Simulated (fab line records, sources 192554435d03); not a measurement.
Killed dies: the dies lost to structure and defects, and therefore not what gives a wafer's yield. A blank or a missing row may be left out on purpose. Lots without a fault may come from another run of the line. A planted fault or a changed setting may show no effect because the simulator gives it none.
fab line records | flow n5_finfet
[record] lots = 24 wafers = 72 last_day = 18
route steps=1938 shown BEOL_M4@1036
lots untouched by any fault: they come from a run of this same line in which no faults occurred
start_h: hours from the record's opening day to when the first of the lot's shown wafers began | wait_h: hours elapsed since this lot's preceding step | " identical to the entry in the row above | L1.1+2: one row covering several wafers at once | - value missing, or start not given | * or withheld: withheld | < > ~ a bound
route shown NAME@n: NAME is a module with steps in the file, n the number in the route of the first one | usual: mean and standard deviation over wafers with no fault | same: alike in all rows | chamber/n: place in a boat | sites: each site's reading | _std_site: how widely they spread, as a standard deviation | _edge_site: the outer-site mean with the inner-site mean subtracted | radius_mm: how far each site lies from the wafer's centre | mask NAME#n: copy n | behind: the tool/chamber that last shaped the wafer | hold: what put the lot on hold/how long, in hours/how the hold closed | device: names the non-switching transistor (n, p or np) | end of line: at the end of the route, the tests of the same wafers | where a step has no rows: the recipe by itself | killed: count of dies lost to structure and defects at first sort (not the wafer's yield) | map: shows each die of a wafer: x if killed, . if not, _ if none is there
set.NAME: the setting the step ran with; set.NAME@STEP: the setting that earlier step ran with | model.NAME: the simulator's own value behind a step, which no gauge read
route steps across a sampled set of lots; one table per step, one row per wafer
services: when a tool's chamber went out of use (start_h, in hours from the record's first day, below 0 if earlier), for how many hours, and the reason
[[steps]]
[step N5_BEOL_M4_INSPECT_13]
[recipe] mode = adi inspect_instrument = brightfield
[usual] raw_defect_count = 406/98
// columns lot.wafer tool chamber start_h wait_h raw_defect_count
L074.2 defect_inspect-02 - 156.38 0.0 369
L074.3 " - " " 367
L074.4 " - " " 322
L076.1 defect_inspect-02 - 158.92 0.1 397
L076.2 " - " " 344
L076.4 " - " " 431
L075.3 defect_inspect-02 - 168.12 0.0 326
L075.4 " - " " 323
L075.5 " - " " 333
L077.1 defect_inspect-02 - 170.44 0.1 371
L077.4 " - " " 335
L077.6 " - " " 655
L078.3 defect_inspect-02 - 176.00 0.0 506
L078.5 " - " " 369
L078.6 " - " " 490
L079.1 defect_inspect-02 - 191.44 0.1 500
L079.2 " - " " 417
L079.6 " - " " 371
L081.2 defect_inspect-02 - 200.02 0.0 335
L081.4 " - " " 325
L081.5 " - " " 376
L082.4 defect_inspect-01 - 205.56 0.0 451
L082.5 " - " " 536
L082.6 " - " " 480
L080.1 defect_inspect-02 - 205.82 0.1 405
L080.2 " - " " 557
L080.4 " - " " 329
L083.1 defect_inspect-02 - 210.40 0.1 467
L083.2 " - " " 383
L083.6 " - " " 282
L084.3 defect_inspect-02 - 213.57 0.0 346
L084.5 " - " " 427
L084.6 " - " " 485
L085.1 defect_inspect-02 - 226.33 0.1 388
L085.3 " - " " 317
L085.5 " - " " 442
L086.1 defect_inspect-02 - 241.04 0.1 374
L086.2 " - " " 295
L086.3 " - " " 301
L087.1 defect_inspect-01 - 244.15 0.1 377
L087.3 " - " " 427
L087.4 " - " " 375
L088.1 defect_inspect-02 - 250.81 0.1 406
L088.4 " - " " 353
L088.5 " - " " 345
L090.3 defect_inspect-02 - 258.60 0.0 316
L090.4 " - " " 393
L090.6 " - " " 432
L089.3 defect_inspect-02 - 259.52 0.0 267
L089.5 " - " " 290
L089.6 " - " " 256
L091.2 defect_inspect-02 - 264.75 0.0 664
L091.3 " - " " 545
L091.6 " - " " 564
L092.2 defect_inspect-02 - 272.00 0.0 484
L092.3 " - " " 513
L092.4 " - " " 527
L094.1 defect_inspect-01 - 276.54 0.1 319
L094.2 " - " " 337
L094.4 " - " " 328
L093.1 defect_inspect-02 - 276.59 0.1 317
L093.2 " - " " 545
L093.4 " - " " 457
L095.2 defect_inspect-02 - 282.21 0.0 280
L095.3 " - " " 353
L095.4 " - " " 281
L096.3 defect_inspect-01 - 294.82 0.0 595
L096.5 " - " " 542
L096.6 " - " " 372
L097.1 defect_inspect-01 - 305.33 0.1 259
L097.4 " - " " 226
L097.5 " - " " 423
[step N5_BEOL_M4_STRIP_66]
[recipe] chemistry = CF4 resist = SiARC power_w = 300 bias_power_w = 75 pressure_mtorr = 50 cf4_flow_sccm = 150 rf_frequency_hz = 6e+07
[usual] chamber_pressure_mTorr = 50.00/0.048 drypump_motor_current_A = 5.6/0.36 oes_product_au = 0.80/0.084 rf_vpp_V = 271.4/1.6 showerhead_plenum_p_Torr = 1.81/0.055 throttle_valve_pct = 13.49/0.16
// columns lot.wafer tool chamber start_h wait_h chamber_pressure_mTorr drypump_motor_current_A oes_product_au rf_hours_counter_h rf_vpp_V showerhead_plenum_p_Torr throttle_valve_pct
L074.2 rie_diel-04 3 156.63 0.0 50.01 5.0 0.90 29 274.0 1.88 13.14
L074.3 " 2 " " 50.05 5.6 0.73 169 272.2 1.86 13.73
L074.4 " 0 " " 49.98 5.9 0.75 - 270.5 1.79 13.51
L076.1 rie_diel-02 2 159.17 0.0 50.10 6.6 0.76 148 270.3 1.73 13.47
L076.2 " 0 " " 50.10 5.4 0.79 108 269.7 1.82 13.41
L076.4 " 2 " " 49.95 6.6 0.75 - 267.8 1.72 13.48
L075.3 rie_diel-02 2 168.85 0.0 49.98 6.6 0.75 152 270.2 1.72 13.48
L075.4 " 1 " " 50.05 5.3 0.94 2 273.8 1.84 13.44
L075.5 " 3 " " 50.03 5.5 0.88 - 271.0 1.77 13.54
L077.1 rie_diel-04 3 170.69 0.0 49.98 5.0 0.89 35 275.3 1.88 13.16
L077.4 " 1 " " 50.02 5.3 0.94 4 270.8 1.75 12.95
L077.6 " 2 " " 49.96 5.7 0.74 - 271.1 1.86 13.75
L078.3 rie_diel-02 2 176.28 0.0 49.90 6.6 0.75 154 269.3 1.72 13.48
L078.5 " 0 " " 49.99 5.4 0.78 - 271.9 1.81 13.43
L078.6 " 3 " " 50.10 5.5 0.88 - 269.6 1.77 13.54
L079.1 rie_diel-05 3 191.68 0.0 49.95 5.7 0.70 213 271.6 1.79 13.63
L079.2 " 0 " " 50.01 5.6 0.85 56 275.1 1.91 13.52
L079.6 " 1 " " 50.01 5.4 0.96 - 270.3 1.78 13.40
L081.2 rie_diel-02 0 200.26 0.0 49.92 5.4 0.78 121 271.2 1.81 13.43
L081.4 " 2 " " 49.92 6.6 0.74 161 271.2 1.72 13.52
L081.5 " 0 " " 50.06 5.4 0.78 - 270.9 1.81 13.44
L082.4 rie_diel-04 2 205.88 0.0 49.94 5.7 0.73 186 272.4 1.86 13.77
L082.5 " 2 " " 49.99 5.7 0.72 - 273.6 1.86 13.78
L082.6 " 3 " " 50.02 4.9 0.87 - 273.9 1.88 13.18
L080.1 rie_diel-05 2 206.66 0.0 49.95 5.8 0.69 206 271.4 1.84 13.38
L080.2 " 1 " " 49.99 5.4 0.93 7 271.7 1.78 13.39
L080.4 " 0 " " 50.06 5.6 0.83 60 273.0 1.91 13.53
L083.1 rie_diel-05 0 210.65 0.0 49.99 5.6 0.85 62 273.1 1.91 13.54
L083.2 " 2 " " 49.99 5.8 0.69 208 272.0 1.84 13.37
L083.6 " 1 " " 50.03 5.4 0.93 - 268.8 1.78 13.42
L084.3 rie_diel-05 1 213.87 0.0 49.92 5.4 0.93 10 271.0 1.78 13.40
L084.5 " 1 " " 49.98 5.4 0.93 - 269.0 1.78 13.40
L084.6 " 0 " " 50.06 5.6 0.84 - 273.6 1.91 13.54
L085.1 rie_diel-05 0 226.70 0.0 50.04 5.6 0.84 67 273.0 1.91 13.57
L085.3 " 3 " " 50.11 5.7 0.70 223 270.8 1.78 13.64
L085.5 " 2 " " 50.02 5.8 0.68 - 272.1 1.84 13.37
L086.1 rie_diel-02 0 241.38 0.0 49.89 5.4 0.76 135 270.5 1.81 13.45
L086.2 " 1 " " 50.01 5.4 0.86 25 271.8 1.83 13.51
L086.3 " 3 " " 50.00 5.5 0.85 63 269.6 1.76 13.60
L087.1 rie_diel-05 1 244.39 0.0 49.97 5.4 0.91 19 271.5 1.77 13.43
L087.3 " 2 " " 49.99 5.8 0.68 218 273.5 1.84 13.39
L087.4 " 3 " " 49.97 5.7 0.69 229 270.2 1.78 13.65
L088.1 rie_diel-05 1 251.32 0.0 50.01 5.4 0.89 22 269.6 1.77 13.45
L088.4 " 3 " " 49.92 5.7 0.68 233 271.4 1.78 13.65
L088.5 " 1 " " 50.00 5.4 0.90 - 270.9 1.77 13.44
L090.3 rie_diel-02 0 258.84 0.0 50.04 5.4 0.76 142 271.3 1.81 13.49
L090.4 " 3 " " 50.04 5.5 0.84 70 270.6 1.76 13.61
L090.6 " 1 " " 50.03 5.4 0.86 - 272.3 1.83 13.51
L089.3 rie_diel-05 0 259.79 0.0 49.96 5.5 0.81 78 273.7 1.90 13.57
L089.5 " 0 " " 50.00 5.5 0.82 - 274.1 1.90 13.57
L089.6 " 1 " " 50.09 5.4 0.89 - 269.4 1.77 13.45
L091.2 rie_diel-04 3 265.23 0.0 49.97 5.0 0.85 68 273.6 1.87 13.24
L091.3 " 0 " " 50.04 5.9 0.73 203 271.2 1.78 13.59
L091.6 " 0 " " 50.01 5.9 0.73 - 272.0 1.78 13.60
L092.2 rie_diel-02 0 272.25 0.0 50.02 5.4 0.76 146 270.4 1.81 13.50
L092.3 " 3 " " 49.98 5.5 0.83 74 271.4 1.76 13.64
L092.4 " 2 " " 50.02 6.6 0.72 186 268.3 1.71 13.56
L094.1 rie_diel-05 3 276.92 0.0 49.95 5.7 0.68 241 270.4 1.78 13.68
L094.2 " 0 " " 50.02 5.6 0.81 84 273.3 1.90 13.59
L094.4 " 2 " " 50.01 5.8 0.68 230 272.1 1.84 13.43
L093.1 rie_diel-04 1 277.07 0.0 50.03 5.4 0.85 41 269.7 1.74 13.05
L093.2 " 0 " " 50.02 5.9 0.72 208 272.4 1.78 13.60
L093.4 " 3 " " 49.98 4.9 0.84 72 272.9 1.87 13.22
L095.2 rie_diel-02 1 282.50 0.0 50.05 5.4 0.84 38 272.3 1.83 13.53
L095.3 " 2 " " 50.06 6.6 0.73 190 270.1 1.71 13.57
L095.4 " 0 " " 49.97 5.4 0.75 149 271.0 1.80 13.50
L096.3 rie_diel-05 2 295.07 0.0 50.03 5.7 0.67 235 272.0 1.84 13.44
L096.5 " 3 " " 50.12 5.7 0.67 - 271.8 1.78 13.68
L096.6 " 0 " " 50.01 5.6 0.81 - 273.7 1.90 13.59
L097.1 rie_diel-05 0 305.69 0.0 50.03 5.6 0.80 94 273.4 1.90 13.61
L097.4 " 2 " " 49.98 5.7 0.67 - 272.1 1.84 13.45
L097.5 " 1 " " 49.98 5.4 0.87 - 270.1 1.77 13.48
[step N5_BEOL_M4_PRE_CLEAN_45]
[recipe] gas = H2/He time_s = 30 temp_c = 250
[usual] heater_power_w = 333/22
[same] time_s = 30
// columns lot.wafer tool chamber start_h wait_h heater_power_w
L074.2 pvd_sputter-01 - 159.17 0.0 345
L074.3 " - " " 340
L074.4 " - " " 321
L076.1 pvd_sputter-02 - 161.94 0.0 351
L076.2 " - " " 310
L076.4 " - " " 303
L075.3 pvd_sputter-01 - 176.14 0.0 317
L075.4 " - " " 355
L075.5 " - " " 343
L077.1 pvd_sputter-02 - 176.21 0.0 315
L077.4 " - " " 359
L077.6 " - " " 354
L078.3 pvd_sputter-01 - 180.71 0.0 343
L078.5 " - " " 344
L078.6 " - " " 332
L079.1 pvd_sputter-03 - 193.93 0.0 380
L079.2 " - " " 333
L079.6 " - " " 392
L081.2 pvd_sputter-02 - 202.25 0.0 304
L081.4 " - " " 353
L081.5 " - " " 307
L082.4 pvd_sputter-01 - 208.09 0.0 314
L082.5 " - " " 319
L082.6 " - " " 333
L080.1 pvd_sputter-03 - 210.27 0.0 389
L080.2 " - " " 343
L080.4 " - " " 330
L083.1 pvd_sputter-02 - 212.19 0.0 312
L083.2 " - " " 309
L083.6 " - " " 351
L084.3 pvd_sputter-01 - 217.59 0.0 336
L084.5 " - " " 344
L084.6 " - " " 340
L085.1 pvd_sputter-01 - 235.14 0.0 346
L085.3 " - " " 315
L085.5 " - " " 327
L086.1 pvd_sputter-01 - 247.42 0.0 318
L086.2 " - " " 335
L086.3 " - " " 349
L087.1 pvd_sputter-03 - 252.44 0.0 343
L087.3 " - " " 320
L087.4 " - " " 390
L088.1 pvd_sputter-02 - 255.43 0.0 358
L088.4 " - " " 330
L088.5 " - " " 308
L090.3 pvd_sputter-01 - 261.75 0.0 316
L090.4 " - " " 349
L090.6 " - " " 351
L091.2 pvd_sputter-01 - 268.63 0.0 356
L091.3 " - " " 320
L091.6 " - " " 344
L089.3 pvd_sputter-01 - 271.65 0.0 315
L089.5 " - " " 338
L089.6 " - " " 350
L092.2 pvd_sputter-01 - 276.57 0.0 321
L092.3 " - " " 331
L092.4 " - " " 320
L094.1 pvd_sputter-03 - 279.07 0.0 311
L094.2 " - " " 393
L094.4 " - " " 342
L093.1 pvd_sputter-02 - 279.57 0.0 339
L093.2 " - " " 355
L093.4 " - " " 309
L095.2 pvd_sputter-02 - 284.34 0.0 335
L095.3 " - " " 316
L095.4 " - " " 357
L096.3 pvd_sputter-03 - 304.73 0.0 342
L096.5 " - " " 324
L096.6 " - " " 314
L097.1 pvd_sputter-01 - 307.89 0.0 345
L097.4 " - " " 317
L097.5 " - " " 311
[step N5_BEOL_M4_ANNEAL_80]
[recipe] temp_c = 400 time_s = 240 ambient = vacuum
[usual] heater_power_w = 829/56 susceptor_temp_C_max = 401.0/0.41
[same] time_s = 240
// columns lot.wafer tool chamber start_h wait_h heater_power_w susceptor_temp_C_max
L074.2 pvd_sputter-03 - 160.87 0.0 853 400.5
L074.3 " - " " 974 401.6
L074.4 " - " " 771 401.0
L076.1 pvd_sputter-03 - 163.03 0.0 854 400.5
L076.2 " - " " 801 400.8
L076.4 " - " " 970 401.1
L075.3 pvd_sputter-02 - 178.61 0.0 889 400.8
L075.4 " - " " 761 401.2
L075.5 " - " " 821 401.0
L077.1 pvd_sputter-01 - 178.65 0.0 793 401.0
L077.4 " - " " 872 400.8
L077.6 " - " " 786 401.1
L078.3 pvd_sputter-01 - 181.59 0.0 832 401.5
L078.5 " - " " 802 401.0
L078.6 " - " " 787 400.9
L079.1 pvd_sputter-01 - 196.42 0.0 859 401.7
L079.2 " - " " 770 401.0
L079.6 " - " " 872 401.1
L081.2 pvd_sputter-01 - 203.15 0.0 880 401.1
L081.4 " - " " 781 401.1
L081.5 " - " " 832 401.4
L082.4 pvd_sputter-01 - 208.90 0.0 794 400.9
L082.5 " - " " 816 401.1
L082.6 " - " " 789 400.5
L080.1 pvd_sputter-01 - 211.24 0.0 752 400.2
L080.2 " - " " 811 401.3
L080.4 " - " " 864 401.7
L083.1 pvd_sputter-02 - 213.02 0.0 783 400.8
L083.2 " - " " 822 401.3
L083.6 " - " " 797 400.8
L084.3 pvd_sputter-02 - 218.63 0.0 869 400.4
L084.5 " - " " 811 401.3
L084.6 " - " " 787 400.8
L085.1 pvd_sputter-01 - 236.18 0.0 799 400.8
L085.3 " - " " 823 401.8
L085.5 " - " " 789 401.0
L086.1 pvd_sputter-01 - 248.48 0.0 871 401.3
L086.2 " - " " 799 400.8
L086.3 " - " " 830 401.1
L087.1 pvd_sputter-01 - 253.54 0.0 820 401.8
L087.3 " - " " 770 401.0
L087.4 " - " " 871 401.1
L088.1 pvd_sputter-03 - 256.45 0.0 962 401.4
L088.4 " - " " 860 400.5
L088.5 " - " " 798 400.4
L090.3 pvd_sputter-03 - 262.85 0.0 992 401.1
L090.4 " - " " 878 400.9
L090.6 " - " " 842 401.1
L091.2 pvd_sputter-03 - 269.98 0.0 971 401.3
L091.3 " - " " 849 400.5
L091.6 " - " " 861 400.4
L089.3 pvd_sputter-02 - 274.43 0.0 780 401.8
L089.5 " - " " 761 401.9
L089.6 " - " " 831 401.0
L092.2 pvd_sputter-01 - 277.78 0.0 876 401.0
L092.3 " - " " 762 400.8
L092.4 " - " " 810 401.1
L094.1 pvd_sputter-03 - 279.99 0.0 781 400.8
L094.2 " - " " 791 400.4
L094.4 " - " " 974 401.7
L093.1 pvd_sputter-02 - 282.00 0.0 828 400.9
L093.2 " - " " 757 402.1
L093.4 " - " " 868 400.9
L095.2 pvd_sputter-03 - 285.21 0.0 853 400.6
L095.3 " - " " 982 401.9
L095.4 " - " " 803 400.7
L096.3 pvd_sputter-03 - 306.21 0.0 788 400.4
L096.5 " - " " 773 400.8
L096.6 " - " " 865 401.1
L097.1 pvd_sputter-02 - 309.16 0.0 768 401.8
L097.4 " - " " 772 401.0
L097.5 " - " " 778 401.1
[step N5_BEOL_M4_ANNEAL_82]
[recipe] temp_c = 400 time_s = 240 ambient = vacuum
[usual] heater_power_w = 831/61 susceptor_temp_C_max = 401.0/0.38
[same] time_s = 240
// columns lot.wafer tool chamber start_h wait_h heater_power_w susceptor_temp_C_max
L074.2 pvd_sputter-03 - 161.09 0.0 851 400.5
L074.3 " - " " 971 401.4
L074.4 " - " " 748 401.2
L076.1 pvd_sputter-03 - 163.25 0.0 862 400.6
L076.2 " - " " 794 400.6
L076.4 " - " " 981 401.5
L075.3 pvd_sputter-02 - 178.83 0.0 912 401.3
L075.4 " - " " 759 401.5
L075.5 " - " " 815 401.1
L077.1 pvd_sputter-01 - 178.87 0.0 775 400.5
L077.4 " - " " 855 401.0
L077.6 " - " " 783 401.1
L078.3 pvd_sputter-01 - 181.81 0.0 814 400.7
L078.5 " - " " 808 401.0
L078.6 " - " " 771 400.8
L079.1 pvd_sputter-01 - 196.64 0.0 878 400.8
L079.2 " - " " 787 400.9
L079.6 " - " " 863 400.9
L081.2 pvd_sputter-01 - 203.37 0.0 861 401.4
L081.4 " - " " 771 400.8
L081.5 " - " " 835 401.0
L082.4 pvd_sputter-01 - 209.12 0.0 799 401.1
L082.5 " - " " 828 400.8
L082.6 " - " " 796 400.9
L080.1 pvd_sputter-01 - 211.46 0.0 775 400.9
L080.2 " - " " 827 401.1
L080.4 " - " " 879 402.1
L083.1 pvd_sputter-02 - 213.24 0.0 785 400.7
L083.2 " - " " 827 400.8
L083.6 " - " " 796 400.7
L084.3 pvd_sputter-02 - 218.85 0.0 889 400.8
L084.5 " - " " 842 400.9
L084.6 " - " " 767 401.3
L085.1 pvd_sputter-01 - 236.40 0.0 823 400.7
L085.3 " - " " 835 400.4
L085.5 " - " " 767 400.7
L086.1 pvd_sputter-01 - 248.70 0.0 878 401.0
L086.2 " - " " 800 400.9
L086.3 " - " " 832 401.4
L087.1 pvd_sputter-01 - 253.76 0.0 810 401.2
L087.3 " - " " 777 401.0
L087.4 " - " " 850 401.6
L088.1 pvd_sputter-03 - 256.67 0.0 994 401.5
L088.4 " - " " 863 400.0
L088.5 " - " " 813 400.7
L090.3 pvd_sputter-03 - 263.07 0.0 950 401.9
L090.4 " - " " 846 400.6
L090.6 " - " " 862 400.9
L091.2 pvd_sputter-03 - 270.20 0.0 1008 401.2
L091.3 " - " " 844 400.4
L091.6 " - " " 850 400.7
L089.3 pvd_sputter-02 - 274.65 0.0 760 401.9
L089.5 " - " " 739 401.2
L089.6 " - " " 820 400.7
L092.2 pvd_sputter-01 - 278.00 0.0 889 401.4
L092.3 " - " " 784 400.9
L092.4 " - " " 821 401.2
L094.1 pvd_sputter-03 - 280.21 0.0 751 400.8
L094.2 " - " " 810 400.7
L094.4 " - " " 989 401.1
L093.1 pvd_sputter-02 - 282.22 0.0 831 400.7
L093.2 " - " " 792 400.7
L093.4 " - " " 902 400.9
L095.2 pvd_sputter-03 - 285.43 0.0 861 400.6
L095.3 " - " " 1003 401.5
L095.4 " - " " 793 401.1
L096.3 pvd_sputter-03 - 306.43 0.0 786 400.4
L096.5 " - " " 769 401.0
L096.6 " - " " 846 400.2
L097.1 pvd_sputter-02 - 309.38 0.0 770 400.6
L097.4 " - " " 775 401.6
L097.5 " - " " 800 401.4
[step N5_BEOL_M4_ANNEAL_87]
[recipe] temp_c = 400 time_s = 240 ambient = vacuum
[usual] heater_power_w = 830/59 susceptor_temp_C_max = 401.0/0.4
[same] time_s = 240
// columns lot.wafer tool chamber start_h wait_h heater_power_w susceptor_temp_C_max
L074.2 pvd_sputter-03 - 161.31 0.0 853 400.9
L074.3 " - " " 987 401.7
L074.4 " - " " 756 401.0
L076.1 pvd_sputter-03 - 163.47 0.0 866 400.2
L076.2 " - " " 810 400.6
L076.4 " - " " 961 401.2
L075.3 pvd_sputter-02 - 179.05 0.0 893 400.9
L075.4 " - " " 757 401.8
L075.5 " - " " 835 401.4
L077.1 pvd_sputter-01 - 179.09 0.0 771 400.9
L077.4 " - " " 891 401.3
L077.6 " - " " 777 400.7
L078.3 pvd_sputter-01 - 182.03 0.0 803 401.0
L078.5 " - " " 807 400.9
L078.6 " - " " 798 400.7
L079.1 pvd_sputter-01 - 196.86 0.0 870 401.3
L079.2 " - " " 810 401.0
L079.6 " - " " 870 401.3
L081.2 pvd_sputter-01 - 203.59 0.0 873 401.5
L081.4 " - " " 768 400.7
L081.5 " - " " 831 401.8
L082.4 pvd_sputter-01 - 209.34 0.0 775 401.0
L082.5 " - " " 794 400.7
L082.6 " - " " 789 400.6
L080.1 pvd_sputter-01 - 211.68 0.0 768 400.7
L080.2 " - " " 800 401.3
L080.4 " - " " 867 400.8
L083.1 pvd_sputter-02 - 213.46 0.0 787 401.3
L083.2 " - " " 826 401.4
L083.6 " - " " 779 400.7
L084.3 pvd_sputter-02 - 219.07 0.0 883 400.8
L084.5 " - " " 850 400.9
L084.6 " - " " 790 401.3
L085.1 pvd_sputter-01 - 236.62 0.0 774 400.3
L085.3 " - " " 864 401.1
L085.5 " - " " 784 400.7
L086.1 pvd_sputter-01 - 248.92 0.0 867 400.8
L086.2 " - " " 770 400.6
L086.3 " - " " 840 401.0
L087.1 pvd_sputter-01 - 253.98 0.0 798 400.7
L087.3 " - " " 784 401.3
L087.4 " - " " 874 401.0
L088.1 pvd_sputter-03 - 256.89 0.0 971 402.3
L088.4 " - " " 836 400.9
L088.5 " - " " 785 401.3
L090.3 pvd_sputter-03 - 263.29 0.0 994 401.4
L090.4 " - " " 852 401.0
L090.6 " - " " 884 400.9
L091.2 pvd_sputter-03 - 270.42 0.0 986 401.6
L091.3 " - " " 860 400.7
L091.6 " - " " 873 400.3
L089.3 pvd_sputter-02 - 274.87 0.0 770 401.8
L089.5 " - " " 760 401.8
L089.6 " - " " 835 401.1
L092.2 pvd_sputter-01 - 278.22 0.0 869 401.1
L092.3 " - " " 785 401.2
L092.4 " - " " 816 400.8
L094.1 pvd_sputter-03 - 280.43 0.0 773 400.7
L094.2 " - " " 801 400.6
L094.4 " - " " 988 401.3
L093.1 pvd_sputter-02 - 282.44 0.0 811 400.7
L093.2 " - " " 762 401.4
L093.4 " - " " 890 401.0
L095.2 pvd_sputter-03 - 285.65 0.0 860 400.9
L095.3 " - " " 955 401.1
L095.4 " - " " 809 400.6
L096.3 pvd_sputter-03 - 306.65 0.0 797 401.2
L096.5 " - " " 764 400.7
L096.6 " - " " 853 400.2
L097.1 pvd_sputter-02 - 309.60 0.0 767 401.7
L097.4 " - " " 790 400.8
L097.5 " - " " 782 401.4
[[services]]
// columns tool chamber start_h hours kind
rie_diel-04 0 133.20 5.6 repair
rie_diel-02 1 143.12 - clean
rie_diel-02 1 143.12 - consumable_replace:focus_ring
rie_diel-02 1 143.12 20.1 scheduled_down
rie_diel-02 1 143.12 20.1 vent_cycle
rie_diel-04 1 144.24 - clean
rie_diel-04 1 144.24 - consumable_replace:focus_ring
rie_diel-04 1 144.24 17.1 scheduled_down
rie_diel-04 1 144.24 17.1 vent_cycle
rie_diel-05 1 153.82 - clean
rie_diel-05 1 153.82 - consumable_replace:focus_ring
rie_diel-05 1 153.82 20.4 scheduled_down
rie_diel-05 1 153.82 20.4 vent_cycle
rie_diel-05 3 207.52 3.0 repair
rie_diel-04 2 266.00 8.9 repair
rie_diel-05 3 304.84 - clean
rie_diel-05 3 304.84 - consumable_replace:focus_ring
rie_diel-05 3 304.84 21.1 scheduled_down
rie_diel-05 3 304.84 21.1 vent_cycle
rie_diel-02 3 307.91 13.1 repair
[[key]]
fault none
